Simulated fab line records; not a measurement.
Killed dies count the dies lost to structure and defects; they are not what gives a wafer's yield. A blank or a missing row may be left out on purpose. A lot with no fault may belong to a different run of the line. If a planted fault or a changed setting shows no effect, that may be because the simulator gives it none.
Which of the tools did it? ; flow nandHarc ; 33 wafers from 11 lots sampled at 6 of the route's 1302 steps

== WHAT EACH GAUGE READ, for each wafer ==
NHARC_A_CHANNEL_HOLE_D1_INSPECT_40.
lot;measured;on;rawDefectCount
L616;day 8 14:07;defectInspect-01;113 129 102
L617;day 9 06:37;defectInspect-02;58 54 54
L621;day 11 00:30;defectInspect-02;346 305 299
L622;day 11 10:05;defectInspect-01;332 312 301
L631;day 14 20:02;defectInspect-02;91 119 97
L630;day 15 00:11;defectInspect-01;98 93 122
L633;day 15 17:49;defectInspect-01;127 120 117
L634;day 16 08:15;defectInspect-01;102 122 112
L635;day 16 12:55;defectInspect-02;107 75 85
L637;day 17 14:27;defectInspect-01;66 74 81
L639;day 18 14:30;defectInspect-01;27 27 43

NHARC_END_SORT_01.
lot;measured;on;killedAtArray;killedAtOther;killedAtPeriphery;killedDies;killedOpen;killedShort
L616;day 23 15:38;prober-02;41 36 59;0 0 0;4 1 1;45 37 60;7 1 3;3 1 5
L617;day 25 03:16;prober-01;22 27 29;0 0 1;3 1 1;25 28 31;5 5 3;6 2 2
L621;day 25 21:07;prober-02;103 70 112;1 1 2;2 7 3;106 78 117;1 3 5;2 2 5
L622;day 26 16:09;prober-01;117 89 72;0 0 1;8 2 3;125 91 76;5 1 2;3 3 1
L631;day 29 20:06;prober-01;60 76 64;2 0 0;3 4 7;65 80 71;3 3 3;5 4 4
L630;day 29 19:20;prober-02;43 46 41;0 0 1;3 3 0;46 49 42;2 2 3;2 2 2
L633;day 30 13:05;prober-02;49 52 62;0 1 0;7 4 7;56 57 69;2 3 3;2 2 2
L634;day 32 08:54;prober-01;91 93 66;0 0 0;4 3 8;95 96 74;3 3 1;3 5 0
L635;day 31 22:53;prober-01;60 41 56;0 0 0;4 1 0;64 42 56;4 1 1;3 2 3
L637;day 32 18:23;prober-01;67 79 80;0 0 0;4 3 4;71 82 84;3 3 2;4 3 8
L639;day 34 02:05;prober-02;88 54 73;1 2 2;2 3 1;91 59 76;3 4 1;4 2 6

== WHAT TOOL EACH LOT RAN ON (gives the tool, then ch and the chambers of the sampled wafers, and finally the start) ==
lot;NHARC_A_CHANNEL_HOLE_D1_ETCH_39;NHARC_A_CHANNEL_HOLE_D1_ETCH_21;NHARC_A_CHANNEL_FILL_D1_ALD_15;NHARC_A_CHANNEL_FILL_D1_ALD_16
L616;rieDiel-06 ch 0,1,3, day 8 07:06;harEtch-02 ch 0,1, day 8 08:34;aldSinBatch-01 ch 0, day 9 03:22 or earlier;aldHk-03 ch 2,3, day 9 03:22
L617;rieDiel-02 ch 2,3, day 8 21:36;harEtch-01 ch 0,1, day 9 01:19;aldSinBatch-02 ch 0, day 9 19:10 or earlier;aldHk-04 ch 0,3, day 9 19:10
L621;rieDiel-02 ch 0,1,2, day 10 17:50;harEtch-01 ch 0,1, day 10 19:18;aldSinBatch-03 ch 0, day 11 12:56 or earlier;aldHk-04 ch 1,3, day 11 12:56
L622;rieDiel-02 ch 0,1,3, day 11 02:02;harEtch-01 ch 0,1, day 11 04:51;aldSinBatch-01 ch 0, day 11 22:59 or earlier;aldHk-03 ch 1,2,3, day 11 22:59
L631;rieDiel-02 ch 0,1,3, day 14 13:09;harEtch-02 ch 0,1, day 14 14:47;aldSinBatch-03 ch 0, day 15 08:26 or earlier;aldHk-02 ch 1,3, day 15 08:26
L630;rieDiel-02 ch 0,2,3, day 14 15:08;harEtch-02 ch 0, day 14 18:59;aldSinBatch-01 ch 0, day 15 12:40 or earlier;aldHk-02 ch 1,2,3, day 15 12:40
L633;rieDiel-06 ch 1,3, day 15 11:01;harEtch-02 ch 0,1, day 15 12:31;aldSinBatch-02 ch 0, day 16 06:45 or earlier;aldHk-04 ch 0,1,2, day 16 06:45
L634;rieDiel-02 ch 0,3, day 16 01:14;harEtch-02 ch 0,1, day 16 02:38;aldSinBatch-03 ch 0, day 16 20:45 or earlier;aldHk-02 ch 1,2, day 16 20:45
L635;rieDiel-02 ch 0,1,3, day 16 06:12;harEtch-02 ch 0,1, day 16 07:37;aldSinBatch-01 ch 0, day 17 01:21 or earlier;aldHk-03 ch 0,2,3, day 17 01:21
L637;rieDiel-02 ch 1,2,3, day 17 07:42;harEtch-01 ch 0,1, day 17 09:06;aldSinBatch-02 ch 0, day 18 02:57 or earlier;aldHk-04 ch 1,2,3, day 18 02:57
L639;rieDiel-02 ch 1,2, day 18 07:46;harEtch-02 ch 0,1, day 18 09:21;aldSinBatch-02 ch 0, day 19 02:50 or earlier;aldHk-02 ch 2,3, day 19 02:50
- NHARC_A_CHANNEL_HOLE_D1_ETCH_39: etches the open film in N2/H2, target depth 260 nm, time 325 s.
- NHARC_A_CHANNEL_HOLE_D1_ETCH_21: etches the open film in C4F8/O2/Ar, time 514.3 s, target depth 1600 nm.
- NHARC_A_CHANNEL_FILL_D1_ALD_15: deposits SiNx, target thk 2 nm, pulse time 60 s, ald cycles 19.
- NHARC_A_CHANNEL_FILL_D1_ALD_16: deposits SiO2, target thk 1.5 nm, pulse time 10 s, ald cycles 15.

== WHAT THE TOOLS THEMSELVES READ (means of the sampled wafers that have a number; where no wafer has one, the mark that the record gives instead) ==
NHARC_A_CHANNEL_HOLE_D1_ETCH_39.
lot;tool;drypumpMotorCurrentA (A);oesProductAu (a.u.);rfVppV (V);showerheadPlenumPTorr (Torr);throttleValvePct (%)
L616;rieDiel-06;5.9;0.998;430.5;2.07;14.169
L617;rieDiel-02;5.3;0.987;431.0;2.04;14.177
L621;rieDiel-02;5.7;1.005;430.5;2.06;14.174
L622;rieDiel-02;5.4;1.009;429.8;2.04;14.167
L631;rieDiel-02;5.4;1.000;430.0;2.04;14.183
L630;rieDiel-02;5.6;0.991;429.9;2.03;14.175
L633;rieDiel-06;5.8;0.989;430.4;2.03;14.170
L634;rieDiel-02;5.5;0.994;430.7;1.99;14.167
L635;rieDiel-02;5.4;0.991;430.0;2.04;14.175
L637;rieDiel-02;5.4;0.999;430.6;2.07;14.166
L639;rieDiel-02;5.6;1.002;432.5;2.10;14.172

NHARC_A_CHANNEL_HOLE_D1_ETCH_21.
lot;tool;drypumpMotorCurrentA (A);showerheadPlenumPTorr (Torr);throttleValvePct (%)
L616;harEtch-02;5.89;3.52;32.156
L617;harEtch-01;5.95;3.73;32.153
L621;harEtch-01;5.93;3.72;32.149
L622;harEtch-01;5.82;3.72;32.149
L631;harEtch-02;5.77;3.74;32.154
L630;harEtch-02;5.64;3.65;32.153
L633;harEtch-02;5.90;3.83;32.163
L634;harEtch-02;5.76;3.73;32.157
L635;harEtch-02;5.77;3.73;32.151
L637;harEtch-01;5.96;3.67;32.150
L639;harEtch-02;5.76;3.71;32.164

NHARC_A_CHANNEL_FILL_D1_ALD_15.
lot;tool;precursorPulseHeightRel
L616;aldSinBatch-01;0.993
L617;aldSinBatch-02;0.996
L621;aldSinBatch-03;1.013
L622;aldSinBatch-01;1.026
L631;aldSinBatch-03;0.999
L630;aldSinBatch-01;0.983
L633;aldSinBatch-02;1.010
L634;aldSinBatch-03;0.982
L635;aldSinBatch-01;0.986
L637;aldSinBatch-02;0.998
L639;aldSinBatch-02;1.003

NHARC_A_CHANNEL_FILL_D1_ALD_16.
lot;tool;heaterPowerOuterW (W);heaterPowerW (W);precursorPulseHeightRel
L616;aldHk-03;308;530;1.020
L617;aldHk-04;242;413;0.989
L621;aldHk-04;253;448;1.005
L622;aldHk-03;302;505;0.992
L631;aldHk-02;252;474;0.993
L630;aldHk-02;248;446;1.023
L633;aldHk-04;255;446;1.006
L634;aldHk-02;255;466;1.018
L635;aldHk-03;273;479;1.008
L637;aldHk-04;247;431;0.992
L639;aldHk-02;230;400;0.986

== THE ANSWER, worked out from the rows above alone ==
Rule: the lots themselves supply what counts as usual. Put in order of their means at a reading, lots are off if they are a third of the lots or fewer, leave a main group of 4 or more, and stand apart from it by a gap of 3 or more times the standard deviation of the main group's means; of several such gaps the widest counts. Not used: any main group whose means are identical at the precision the tables above print for the reading. Also off: a lot with no number at a reading for which 4 or more lots have one. All remaining lots with rows at the step are treated as sound. First the gauges in route order, then the tools' own readings, where a lot's mean is used as printed above. At the first step where some lot is off, the reading lying furthest off is the one used; lots without a number count as furthest.
Off, at NHARC_A_CHANNEL_HOLE_D1_INSPECT_40 on rawDefectCount: L621, L622. Main group: mean 89, sd 28.
A tool fits if, at a process step before that reading, it ran every lot that is off, and no sound lot after the first of them. Those tools and the gauges at NHARC_A_CHANNEL_HOLE_D1_INSPECT_40 are tried in the same way. Not one of the candidates tried fits.

== WHAT THE SIMULATOR HAD PUT IN ==
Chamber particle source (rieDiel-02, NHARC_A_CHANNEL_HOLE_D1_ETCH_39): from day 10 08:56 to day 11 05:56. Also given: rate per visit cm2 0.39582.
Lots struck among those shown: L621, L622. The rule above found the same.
